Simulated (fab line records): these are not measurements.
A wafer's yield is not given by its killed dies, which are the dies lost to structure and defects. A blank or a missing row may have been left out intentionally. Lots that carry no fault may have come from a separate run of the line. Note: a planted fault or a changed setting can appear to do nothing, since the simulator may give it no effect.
What tool caused it? | flow n5-finfet | Sampling: 9 lots, 26 wafers, 6 of 1938 route steps

== WHAT THE GAUGES SHOWED, per wafer ==
N5_BEOL_M0_SAQP_THK_MEAS_05. Usual: thk-nm reads 60.0 nm (standard deviation 0.75).
lot  | measured     | on            | thk-nm (nm)    | flag
L516 | day 6 04:52  | film-metro-02 | 59.6 59.4 61.3 |
L517 | day 6 12:16  | film-metro-02 | 59.4 60.0 60.0 |
L518 | day 6 18:05  | film-metro-01 | 59.2 60.9 60.9 |
L520 | day 6 23:00  | film-metro-02 | 59.2 59.6 60.0 |
L524 | day 8 02:59  | film-metro-01 | 59.8 59.2 60.4 |
L529 | day 9 11:55  | film-metro-01 | 61.3 61.0      |
L534 | day 10 15:52 | film-metro-01 | 59.2 59.5 58.8 |
L535 | day 10 19:38 | film-metro-01 | 60.2 59.8 62.0 |
L536 | day 11 04:50 | film-metro-01 | 59.4 58.7 60.3 |

N5_BEOL_M0_SAQP_CD_MEAS_25 targets a cd of 13.1 nm. Usual: cd-nm reads 12.79 nm (standard deviation 0.24).
lot  | measured     | on        | cd-nm (nm)        | flag
L516 | day 6 07:53  | cd-sem-03 | 12.75 12.75 12.48 |
L517 | day 6 14:58  | cd-sem-03 | 12.80 13.03 13.40 |
L518 | day 6 20:29  | cd-sem-02 | 12.80 12.51 12.45 |
L520 | day 7 01:48  | cd-sem-02 | 12.67 12.52 12.82 |
L524 | day 8 06:00  | cd-sem-02 | 13.03 12.74 13.13 |
L529 | day 9 14:15  | cd-sem-02 | 7.54 12.95        | OFF
L534 | day 10 19:15 | cd-sem-03 | 13.03 12.75 13.06 |
L535 | day 10 22:14 | cd-sem-01 | 12.93 13.15 12.74 |
L536 | day 11 07:15 | cd-sem-02 | 13.19 12.62 12.73 |

N5_BEOL_M4_RC_MEAS_101. Usual: DIBL_N 37.1 mV/V, standard deviation 1.8; DIBL_P 37.2 mV/V, standard deviation 2.1; IOFF_N 0.17 nA/um, standard deviation 0.033; IOFF_P 0.22 nA/um, standard deviation 0.037; ION_N 680 uA/um, standard deviation 11; ION_P 464 uA/um, standard deviation 7.7; SS_N 71.7 mV/dec, standard deviation 0.63; SS_P 73.6 mV/dec, standard deviation 0.67; VT_N 248.9 mV, standard deviation 2.9; VT_P -251 mV, standard deviation 3.6.
lot  | measured     | on        | DIBL_N (mV/V)  | DIBL_P (mV/V)  | IOFF_N (nA/um) | IOFF_P (nA/um) | ION_N (uA/um) | ION_P (uA/um) | SS_N (mV/dec)  | SS_P (mV/dec)  | VT_N (mV)         | VT_P (mV)      | flag
L516 | day 8 19:38  | prober-01 | 37.7 32.4 36.1 | 39.0 32.8 37.3 | 0.21 0.11 0.18 | 0.24 0.15 0.21 | 684 666 682   | 467 458 465   | 72.2 70.6 71.9 | 74.0 72.1 73.8 | 244.9 253.1 246.9 | -249 -256 -250 |
L517 | day 8 22:56  | prober-02 | 38.7 35.8 34.1 | 40.6 36.7 33.8 | 0.22 0.14 0.12 | 0.26 0.18 0.15 | 701 676 667   | 473 455 454   | 72.0 71.4 71.0 | 74.6 73.2 72.5 | 242.9 251.4 251.3 | -248 -256 -256 |
L518 | day 9 10:14  | prober-02 | 36.0 37.9 35.0 | 36.5 39.2 35.4 | 0.17 0.21 0.15 | 0.24 0.29 0.21 | 691 684 684   | 468 471 469   | 71.0 71.7 70.8 | 73.2 74.4 73.2 | 248.1 245.2 249.1 | -247 -246 -249 |
L520 | day 9 19:16  | prober-02 | 36.6 37.9 38.8 | 35.3 38.5 38.1 | 0.14 0.18 0.19 | 0.16 0.22 0.21 | 663 684 681   | 449 464 463   | 72.0 72.4 71.7 | 72.9 74.1 74.2 | 253.8 248.7 249.6 | -254 -253 -253 |
L524 | day 10 19:43 | prober-02 | 35.7 38.2 34.0 | 37.0 41.7 35.3 | 0.14 0.21 0.13 | 0.18 0.25 0.17 | 663 690 665   | 455 469 462   | 72.0 71.6 70.7 | 73.9 75.1 73.4 | 250.1 245.4 251.2 | -254 -252 -255 |
L529 | day 12 18:13 | prober-02 | 36.9           | 39.4           | 0.18           | 0.22           | 683           | 467           | 71.5           | 73.8           | 246.6             | -250           |
L534 | day 14 01:49 | prober-02 | 35.7 35.8 37.6 | 35.8 34.0 37.0 | 0.15 0.15 0.17 | 0.21 0.19 0.22 | 669 673 674   | 465 461 468   | 71.6 72.0 72.0 | 73.1 72.5 73.2 | 250.2 251.8 251.1 | -251 -252 -249 |
L535 | day 14 06:01 | prober-01 | 38.4 37.4 37.3 | 37.9 36.2 35.7 | 0.20 0.18 0.17 | 0.24 0.22 0.21 | 695 678 666   | 469 461 461   | 72.2 72.0 71.5 | 74.3 73.4 73.1 | 243.4 247.8 249.1 | -249 -251 -252 |
L536 | day 14 10:52 | prober-02 | 39.5 40.7 37.4 | 39.0 38.9 35.8 | 0.18 0.21 0.16 | 0.24 0.24 0.20 | 664 678 680   | 463 461 461   | 71.9 73.2 71.3 | 73.9 74.5 73.8 | 249.3 247.9 250.8 | -248 -247 -250 |

== EACH LOT AND THE TOOL THAT RAN IT (in order: tool; ch and the chambers of the sampled wafers; start) ==
lot  | N5_BEOL_M0_SAQP_PECVD_97        | N5_BEOL_M0_SAQP_SPACER1_ALD_98    | N5_BEOL_M0_SAQP_ETCH_107
L516 | pecvd-03 ch 0,1,2, day 6 04:44  | ald-sin-04 ch 0,2,3, day 6 07:13  | rie-diel-02 ch 0,1,2, day 6 08:40
L517 | pecvd-04 ch 1,2, day 6 12:07    | ald-sin-02 ch 1,2, day 6 14:05    | rie-diel-02 ch 0,1,2, day 6 15:43
L518 | pecvd-04 ch 0,1,2, day 6 17:56  | ald-sin-04 ch 1,2,3, day 6 19:48  | rie-diel-06 ch 1,2, day 6 21:15
L520 | pecvd-02 ch 1,2, day 6 22:52    | ald-sin-01 ch 0,1,2, day 7 01:08  | rie-diel-04 ch 0,1,3, day 7 02:34
L524 | pecvd-04 ch 0,1, day 8 02:48    | ald-sin-01 ch 0,2,3, day 8 05:17  | rie-diel-04 ch 0,1, day 8 06:46
L529 | pecvd-03 ch 0,1, day 9 11:44    | ald-sin-01 ch 0,1, day 9 13:35    | rie-diel-06 ch 0,1, day 9 15:07
L534 | pecvd-02 ch 0,1,2, day 10 15:44 | ald-sin-04 ch 0,1,3, day 10 18:14 | rie-diel-02 ch 0,2,3, day 10 20:05
L535 | pecvd-04 ch 0,1, day 10 19:31   | ald-sin-04 ch 0,1,2, day 10 21:34 | rie-diel-04 ch 1,2,3, day 10 23:01
L536 | pecvd-03 ch 1,2, day 11 04:41   | ald-sin-04 ch 0,1,2, day 11 06:35 | rie-diel-02 ch 0,2,3, day 11 08:01
- N5_BEOL_M0_SAQP_PECVD_97: deposits SiNx from SiH4/NH3/N2, target thk 23 nm, time 19.9 s.
- N5_BEOL_M0_SAQP_SPACER1_ALD_98: deposits SiO2, target thk 12.8 nm, pulse time 1 s, purge time 2 s.
- N5_BEOL_M0_SAQP_ETCH_107: etches SiNx in CH3F/O2, target depth 30 nm.

== AS READ BY THE TOOLS THEMSELVES (means over the sampled wafers that have a number; for cases with no such wafer, the mark the record gives instead) ==
N5_BEOL_M0_SAQP_PECVD_97. Usual: heater-power-w 548 W, standard deviation 93; showerhead-plenum-p-Torr 5.17 Torr, standard deviation 0.056; throttle-valve-pct 40.5 %, standard deviation 3.
lot  | tool     | heater-power-w (W) | showerhead-plenum-p-Torr (Torr) | throttle-valve-pct (%) | flag
L516 | pecvd-03 | 555                | 5.17                            | 39.1                   |
L517 | pecvd-04 | 582                | 5.18                            | 42.2                   |
L518 | pecvd-04 | 541                | 5.18                            | 42.3                   |
L520 | pecvd-02 | 475                | 5.16                            | 38.2                   |
L524 | pecvd-04 | 501                | 5.18                            | 42.2                   |
L529 | pecvd-03 | 636                | 5.14                            | 38.3                   |
L534 | pecvd-02 | 541                | 5.14                            | 38.8                   |
L535 | pecvd-04 | 502                | 5.18                            | 42.4                   |
L536 | pecvd-03 | 537                | 5.16                            | 38.1                   |

N5_BEOL_M0_SAQP_SPACER1_ALD_98. Usual: heater-power-w 499 W, standard deviation 48; precursor-pulse-height-rel 1.001, standard deviation 0.021.
lot  | tool       | heater-power-w (W) | precursor-pulse-height-rel | flag
L516 | ald-sin-04 | 538                | 1.004                      |
L517 | ald-sin-02 | 474                | 1.003                      |
L518 | ald-sin-04 | 528                | 0.979                      |
L520 | ald-sin-01 | 466                | 0.996                      |
L524 | ald-sin-01 | 436                | 0.991                      |
L529 | ald-sin-01 | 470                | 1.010                      |
L534 | ald-sin-04 | 516                | 0.995                      |
L535 | ald-sin-04 | 534                | 1.003                      |
L536 | ald-sin-04 | 527                | 1.005                      |

N5_BEOL_M0_SAQP_ETCH_107. Usual: O2_flow_sccm 19.99 sccm, standard deviation 0.055; drypump-motor-current-A 5.9 A, standard deviation 0.35; oes-product-au 0.78 a.u., standard deviation 0.098; rf-vpp-V 298 V, standard deviation 5.1; showerhead-plenum-p-Torr 1.99 Torr, standard deviation 0.071; throttle-valve-pct 16.41 %, standard deviation 0.26.
lot  | tool        | O2_flow_sccm (sccm) | drypump-motor-current-A (A) | oes-product-au (a.u.) | rf-vpp-V (V) | showerhead-plenum-p-Torr (Torr) | throttle-valve-pct (%) | flag
L516 | rie-diel-02 | 19.96               | 5.9                         | 0.81                  | 300          | 1.99                            | 16.42                  |
L517 | rie-diel-02 | 19.96               | 5.9                         | 0.81                  | 300          | 1.98                            | 16.40                  |
L518 | rie-diel-06 | 20.02               | 6.0                         | 0.71                  | 297          | 1.95                            | 16.39                  |
L520 | rie-diel-04 | 20.00               | 5.9                         | 0.74                  | 298          | 1.97                            | 16.47                  |
L524 | rie-diel-04 | 20.07               | 6.0                         | 0.67                  | 294          | 1.95                            | 16.67                  |
L529 | rie-diel-06 | 19.98               | 5.9                         | 0.94                  | 299          | 2.09                            | 16.08                  |
L534 | rie-diel-02 | 20.01               | 5.9                         | 0.81                  | 296          | 1.99                            | 16.39                  |
L535 | rie-diel-04 | 19.99               | 5.5                         | 0.76                  | 298          | 2.04                            | 16.44                  |
L536 | rie-diel-02 | 19.95               | 5.9                         | 0.81                  | 297          | 1.99                            | 16.39                  |

== THE ANSWER, worked out from the rows above alone ==
Rule: a lot counts as off when the mean over its wafers that have a number is more than 3 standard deviations away from the usual mean. Also off: a lot with no number at a reading for which 4 or more lots have one. Where the step has rows for the other lots, those lots are counted as sound. First the gauges in route order, then the tools' own readings, where a lot's mean is used as printed above. At the first step where some lot is off, the reading lying furthest off is the one used; lots without a number count as furthest.
Off at N5_BEOL_M0_SAQP_CD_MEAS_25 (cd-nm): L529.
A tool fits if, at a process step before that reading, it ran every lot that is off, and no sound lot after the first of them. Gauges at N5_BEOL_M0_SAQP_CD_MEAS_25: tried the same way as those tools. One fits: N5_BEOL_M0_SAQP_SPACER1_ALD_98 on ald-sin-01. Its last sound lot is L524 (day 8 05:17), its first lot that is off L529 (day 9 13:35): a fault that began between those two fits.

== WHAT WAS PUT IN BY THE SIMULATOR ==
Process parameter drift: ald-sin-01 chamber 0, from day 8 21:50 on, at N5_BEOL_M0_SAQP_SPACER1_ALD_98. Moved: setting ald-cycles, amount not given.
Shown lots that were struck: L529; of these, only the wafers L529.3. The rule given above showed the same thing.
